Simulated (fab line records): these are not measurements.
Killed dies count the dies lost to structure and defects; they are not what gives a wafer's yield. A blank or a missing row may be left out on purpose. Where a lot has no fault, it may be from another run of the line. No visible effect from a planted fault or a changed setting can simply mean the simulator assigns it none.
fab line records	flow nandHarc
[record] lots = 13	wafers = 37	lastDay = 33
route steps=1302 shown A_STAIRCASE@841 A_SGD_CUT@890 END@1302
lots untouched by any fault: they come from a run of this same line in which no faults occurred
startH: the number of hours between the record's first day and the start of the first shown wafer of the lot	waitH: hours elapsed since this lot's preceding step	" identical to the entry in the row above	L1.1+2: several wafers, shown together as one row	- either no value or no given start	* or withheld: withheld	< > ~ a bound
route shown NAME@n: a module of which the file shows steps, and the number in the route of the first	usual: average and standard deviation across the fault-free wafers	same: alike in all rows	chamber/n: place in a boat	sites: per-site readings	_std_site: the standard deviation of these	_edge_site: mean of outer sites minus mean of inner sites	radiusMm: for every site, how far away it sits from the centre of the wafer	mask NAME#n: copy n	behind: the most recent tool/chamber to have shaped the wafer	hold: what put the lot on hold/how long, in hours/how the hold closed	device: the transistor (n, p or np) that didn't switch	end of line: tests run on the same wafers once the route is complete	a step with no rows: only its recipe	killed: the dies lost at the first sort to structure and to defects; this is not the yield of the wafer	map: a wafer's dies, x killed, . not, _ none there
set.NAME: the setting as run; set.NAME@STEP: as run at that earlier step	model.NAME: the simulator's own value behind a step, which no gauge read
the route's steps for a sample of lots (tables are steps, rows are wafers)
services: the hour from which a tool's chamber was out of use, counted from the record's first day as startH (under 0 if before that day), plus the number of hours and why
[[steps]]
[step NHARC_A_STAIRCASE_ALD_415]
[recipe] targetThkA = 300	pulseTimeS = 6	aldCycles = 300	tempC = 300	material = SiO2
[usual] heaterPowerW = 453/53	precursorPulseHeightRel = 1.001/0.019
lot.wafer	tool	chamber	startH	waitH	heaterPowerW	precursorPulseHeightRel
L324.4	aldHk-02	3	382.44	0.1	441	0.966
L324.3	"	0	"	"	491	0.988
L324.1	"	1	"	"	401	1.013
L332.5	aldHk-01	2	469.84	1.2	346	0.997
L335.1	aldHk-04	3	491.29	0.3	441	0.998
L335.6	"	2	"	"	435	1.001
L335.5	"	3	"	"	450	0.983
L336.4	aldHk-02	2	509.56	0.5	489	1.013
L336.1	"	3	"	"	458	1.017
L336.5	"	1	"	"	405	0.981
L337.3	aldHk-04	1	522.80	0.1	430	1.016
L337.2	"	0	"	"	511	1.003
L337.5	"	2	"	"	430	0.986
L338.4	aldHk-04	1	539.21	0.3	448	1.018
L338.3	"	2	"	"	448	0.974
L338.1	"	3	"	"	436	1.013
L339.2	aldHk-02	3	540.80	0.3	468	1.019
L339.1	"	0	"	"	486	1.032
L339.6	"	2	"	"	502	1.024
L340.2	aldHk-04	1	548.84	0.5	440	0.990
L340.4	"	2	"	"	435	0.996
L340.5	"	3	"	"	461	0.994
L342.1	aldHk-01	3	586.84	0.1	374	1.009
L342.4	"	0	"	"	476	0.993
L342.6	"	0	"	"	486	1.029
L344.3	aldHk-02	3	591.04	0.1	459	1.016
L344.4	"	1	"	"	418	1.004
L344.5	"	3	"	"	456	1.002
L343.2	aldHk-01	3	592.99	0.1	365	1.004
L343.4	"	1	"	"	581	0.979
L343.6	"	0	"	"	465	1.048
L345.4	aldHk-01	0	609.54	3.0	479	0.987
L345.2	"	1	"	"	572	0.993
L345.6	"	3	"	"	375	0.985
L347.1	aldHk-01	0	621.42	0.5	474	1.014
L347.4	"	1	"	"	573	1.015
L347.5	"	0	623.27	2.4	468	0.960
[step NHARC_A_STAIRCASE_ALD_420]
[recipe] targetThkA = 200	pulseTimeS = 6	aldCycles = 200	tempC = 300	material = SiO2
[usual] heaterPowerW = 454/65	precursorPulseHeightRel = 1.000/0.019
lot.wafer	tool	chamber	startH	waitH	heaterPowerW	precursorPulseHeightRel
L324.3	aldHk-02	1	388.96	-	404	0.988
L324.1	"	3	"	"	462	0.990
L324.4	"	0	"	"	498	0.989
L332.5	aldHk-02	0	474.46	-	491	1.041
L335.1	aldHk-04	0	496.44	-	490	1.000
L335.5	"	2	"	"	437	1.032
L335.6	"	3	"	"	454	1.015
L336.4	aldHk-01	2	514.21	-	345	1.007
L336.1	"	3	"	"	371	1.002
L336.5	"	2	"	"	324	0.966
L337.3	aldHk-01	3	528.65	-	363	1.036
L337.2	"	0	"	"	474	0.981
L337.5	"	1	"	"	574	0.981
L339.1	aldHk-02	0	543.97	-	492	1.013
L339.2	"	1	"	"	398	0.993
L339.6	"	1	"	"	407	1.002
L338.4	aldHk-04	0	544.13	-	503	0.997
L338.3	"	1	"	"	438	0.998
L338.1	"	2	"	"	439	0.967
L340.2	aldHk-02	3	553.67	-	470	0.993
L340.4	"	0	"	"	480	0.983
L340.5	"	3	"	"	464	0.989
L342.4	aldHk-04	0	592.44	-	504	0.977
L342.1	"	2	"	"	434	0.997
L342.6	"	3	"	"	451	0.971
L343.4	aldHk-02	3	597.47	-	462	0.969
L343.2	"	0	"	"	492	1.003
L343.6	"	3	"	"	456	0.988
L344.3	aldHk-01	1	597.48	-	585	1.021
L344.4	"	0	"	"	471	1.008
L344.5	"	2	"	"	351	0.966
L345.2	aldHk-02	0	614.38	-	501	0.994
L345.4	"	1	"	"	415	1.021
L345.6	"	2	"	"	512	1.007
L347.1	aldHk-01	0	627.49	-	473	1.000
L347.4	"	2	"	"	345	1.032
L347.5	"	3	"	"	372	0.971
[step NHARC_A_STAIRCASE_CMP_152]
[usual] motorCurrentA = 11.5/1	padLifeWafers = 189/88
lot.wafer	tool	chamber	startH	waitH	motorCurrentA	padLifeWafers
L324.3	cmp-04	0	429.96	0.1	12.6	78
L324.1	"	2	"	"	11.3	80
L324.4	"	3	"	"	10.1	81
L332.5	cmp-03	3	510.31	0.1	11.9	-
L335.1	cmp-01	2	535.42	0.1	10.8	223
L335.5	"	1	"	"	10.8	-
L335.6	"	2	"	"	10.9	-
L336.1	cmp-04	3	554.14	0.1	10.1	175
L336.4	"	0	"	"	13.4	176
L336.5	"	3	"	"	10.5	-
L337.2	cmp-04	3	568.15	0.1	10.2	222
L337.3	"	1	"	"	10.9	224
L337.5	"	3	"	"	9.8	-
L338.4	cmp-04	1	582.77	0.1	11.8	277
L338.3	"	2	"	"	11.2	278
L338.1	"	3	"	"	10.3	279
L339.1	cmp-04	1	583.71	0.1	11.9	289
L339.2	"	2	"	"	11.3	290
L339.6	"	0	"	"	13.1	-
L340.2	cmp-03	0	592.82	0.1	12.9	163
L340.4	"	2	"	"	11.9	165
L340.5	"	3	"	"	12.3	-
L343.2	cmp-04	3	633.97	0.1	9.7	97
L343.4	"	1	"	"	11.3	99
L343.6	"	3	"	"	10.4	-
L342.1	cmp-03	1	634.30	0.1	12.5	324
L342.4	"	3	"	"	12.1	326
L342.6	"	1	"	"	11.5	-
L344.4	cmp-04	1	637.10	0.1	11.5	115
L344.3	"	3	"	"	10.0	117
L344.5	"	0	"	"	13.4	-
L345.4	cmp-04	0	655.16	0.1	13.8	181
L345.2	"	2	"	"	11.2	183
L345.6	"	0	"	"	13.1	-
L347.4	cmp-03	0	670.45	0.1	12.2	61
L347.1	"	1	"	"	12.5	62
L347.5	"	3	"	"	11.7	-
[step NHARC_A_STAIRCASE_DEP_471]
[recipe] targetThkA = 1000	tempC = 400	pressureTorr = 6.5	rfW = 900	teosFlowSccm = 161.4	flowSccm = 2650	targetThkNm = 100	gas = O2	material = SiO2
[usual] heaterPowerW = 537/93	rfFwdPowerW = 896.0/2.8	throttleValvePct = 16.4/0.55
lot.wafer	tool	chamber	startH	waitH	heaterPowerW	rfFwdPowerW	throttleValvePct
L324.1	pecvd-03	1	431.15	-	417	897.8	16.4
L324.3	"	0	"	"	639	897.4	16.5
L324.4	"	0	"	"	654	898.6	16.5
L332.5	pecvd-01	1	511.52	-	480	898.2	16.5
L335.1	pecvd-04	2	536.51	-	535	897.3	16.8
L335.6	"	0	"	"	654	893.5	15.9
L335.5	"	1	"	"	449	898.1	16.4
L336.1	pecvd-01	1	555.46	-	487	899.6	16.3
L336.4	"	1	"	"	512	895.9	16.2
L336.5	"	2	"	"	483	895.1	15.6
L337.2	pecvd-01	2	569.29	-	436	895.9	15.3
L337.3	"	0	"	"	642	899.1	16.3
L337.5	"	2	"	"	442	894.2	15.6
L338.1	pecvd-03	2	583.86	-	708	895.7	17.1
L338.3	"	0	"	"	692	899.3	16.2
L338.4	"	0	"	"	694	895.5	16.8
L339.1	pecvd-04	0	584.80	-	581	899.0	15.7
L339.2	"	2	"	"	482	900.8	17.0
L339.6	"	2	"	"	489	898.5	16.8
L340.2	pecvd-04	0	593.92	-	623	892.9	15.5
L340.4	"	0	"	"	650	897.1	15.6
L340.5	"	1	"	"	457	893.1	16.4
L343.2	pecvd-01	2	635.11	-	477	890.3	15.8
L343.4	"	1	"	"	492	896.1	16.5
L343.6	"	0	"	"	587	896.1	16.6
L342.1	pecvd-03	0	635.46	-	610	897.8	16.0
L342.6	"	0	"	"	626	892.8	16.4
L342.4	"	2	"	"	591	897.0	17.1
L344.3	pecvd-03	1	638.28	-	429	898.6	16.9
L344.4	"	0	"	"	603	898.0	16.2
L344.5	"	2	"	"	584	894.3	17.2
L345.2	pecvd-01	2	656.25	-	452	895.6	15.7
L345.6	"	2	"	"	469	896.5	15.6
L345.4	"	0	"	"	565	894.4	16.5
L347.1	pecvd-04	2	671.61	-	555	893.3	17.3
L347.5	"	2	"	"	555	894.4	17.4
L347.4	"	0	"	"	644	897.0	15.1
[step NHARC_A_SGD_CUT_DEP_00]
[recipe] targetThkA = 500	tempC = 400	targetThkNm = 50	flowSccm = 200	rfW = 450	material = SiNx
[usual] heaterPowerW = 713/94	rfFwdPowerW = 447.8/1.2
lot.wafer	tool	chamber	startH	waitH	hold	heaterPowerW	rfFwdPowerW
L324.1	pecvd-04	1	431.84	0.1	-	617	447.7
L324.3	"	2	"	"	-	724	447.5
L324.4	"	0	"	"	-	790	447.5
L332.5	pecvd-04	1	516.93	4.7	awaitDispo/4.5h/release	560	451.2
L335.1	pecvd-04	0	537.25	0.1	-	701	448.9
L335.5	"	1	"	"	-	622	446.5
L335.6	"	2	"	"	-	639	448.0
L336.1	pecvd-02	0	556.18	0.1	-	704	448.0
L336.4	"	2	"	"	-	718	449.2
L336.5	"	2	"	"	-	591	447.7
L337.3	pecvd-02	2	570.01	0.1	-	705	447.5
L337.2	"	0	"	"	-	697	448.4
L337.5	"	1	"	"	-	696	450.3
L338.1	pecvd-03	0	584.54	0.1	-	832	448.4
L338.3	"	1	"	"	-	556	448.6
L338.4	"	2	"	"	-	756	450.3
L339.2	pecvd-03	0	585.51	0.1	-	846	447.6
L339.1	"	2	"	"	-	808	447.1
L339.6	"	1	"	"	-	620	448.3
L340.2	pecvd-03	0	594.62	0.1	-	877	449.3
L340.5	"	0	"	"	-	881	449.1
L340.4	"	1	"	"	-	654	448.9
L343.2	pecvd-03	2	635.90	0.2	-	830	448.3
L343.6	"	2	"	"	-	693	448.8
L343.4	"	0	"	"	-	839	447.7
L342.1	pecvd-03	0	636.15	0.1	-	757	448.4
L342.6	"	1	"	"	-	641	449.1
L342.4	"	2	"	"	-	733	445.9
L344.3	pecvd-03	0	639.00	0.1	-	773	447.9
L344.5	"	2	"	"	-	752	446.6
L344.4	"	1	"	"	-	636	448.1
L345.2	pecvd-02	2	656.97	0.1	-	693	448.4
L345.6	"	1	"	"	-	679	446.3
L345.4	"	0	"	"	-	868	446.7
L347.1	pecvd-04	2	672.32	0.1	-	728	448.6
L347.5	"	0	"	"	-	841	447.9
L347.4	"	1	"	"	-	596	447.3
[step NHARC_END_SORT_01]
[recipe] tempC = 25
[usual] killedAtArray = 54/17	killedAtOther = 1.0/1.4	killedAtPeriphery = 3.6/2.1	killedDies = 58/17	killedOpen = 3.2/2	killedShort = 2.5/1.5
[same] grossDies = 677
lot.wafer	tool	chamber	startH	waitH	killedAtArray	killedAtOther	killedAtPeriphery	killedDies	killedOpen	killedShort
L332.5	prober-01	0	663.61	3.7	136	0	2	138	3	4
// killed by level:class
L332.5 A_STAIRCASE:unspecified=82 A_SLIT:chamberFilmFlake=31 A_CHANNEL_HOLE_D2:chamberFilmFlake=8 A_CHANNEL_HOLE_D1:chamberFilmFlake=7 A_DECK1_JOINT:geometricParticle:open=2 A_WL_FILL:geometricParticle:short=2 A_ZERO_WELL:chamberFilmFlake=2 P_CONTACT:geometricParticle:open=1
[[services]]
tool	chamber	startH	hours	kind
pecvd-01	-	362.70	0.5	repair
pecvd-03	-	366.25	13.0	pm
cmp-04	-	368.72	0.4	repair
pecvd-04	2	375.77	12.0	repair
cmp-04	-	395.01	0.4	repair
pecvd-03	1	402.40	3.5	repair
cmp-04	-	405.00	4.0	pm
cmp-04	-	409.01	4.3	repair
aldHk-04	-	434.30	10.0	pm
pecvd-03	1	435.61	3.3	repair
pecvd-04	-	450.09	13.0	pm
cmp-04	-	451.83	1.2	repair
aldHk-01	-	478.38	10.0	pm
cmp-04	-	503.00	4.0	pm
aldHk-02	-	526.34	10.0	pm
pecvd-03	-	547.43	13.0	pm
pecvd-03	1	562.41	6.9	repair
aldHk-02	-	588.11	1.5	repair
cmp-04	-	601.00	4.0	pm
aldHk-04	-	612.30	10.0	pm
pecvd-03	1	625.56	7.6	repair
aldHk-02	-	628.76	0.8	repair
pecvd-04	-	631.09	13.0	pm
aldHk-01	-	659.23	10.0	pm
[[key]]
[firstSign] step = NHARC_END_SORT_01	reading = killedAtArray	direction = up	sigmas = 4.7	usual = 54	struck = 136
[effect] step = NHARC_END_SORT_01	reading = killedDies	direction = up	sigmas = 4.6	usual = 58	struck = 138
[moreKillsBornAt] NHARC_A_STAIRCASE_ALD_420@aldHk-02 = 82
metAt NHARC_A_STAIRCASE_ALD_420
struckLots L332
struckWafers L332.5
testerLeftOut L332
notActingAt NHARC_A_STAIRCASE_ALD_415,NHARC_A_STAIRCASE_CMP_152,NHARC_A_STAIRCASE_DEP_471
onsetBetween 388.96 474.46
[fault] kind = chamberParticleSource	tool = aldHk-02	chamber = 0	onsetH = 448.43	steps = NHARC_A_STAIRCASE_ALD_420	ratePerVisitCm2 = 0.99117	endH = 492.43
// testerLeftOut: of these lots the tester's yield and bins aren't shown, on N5 and GAA mostly nor the transistor test; their killed dies are dies lost to structure and defects alone, not to doping, threshold or leakage, so they don't give the yield
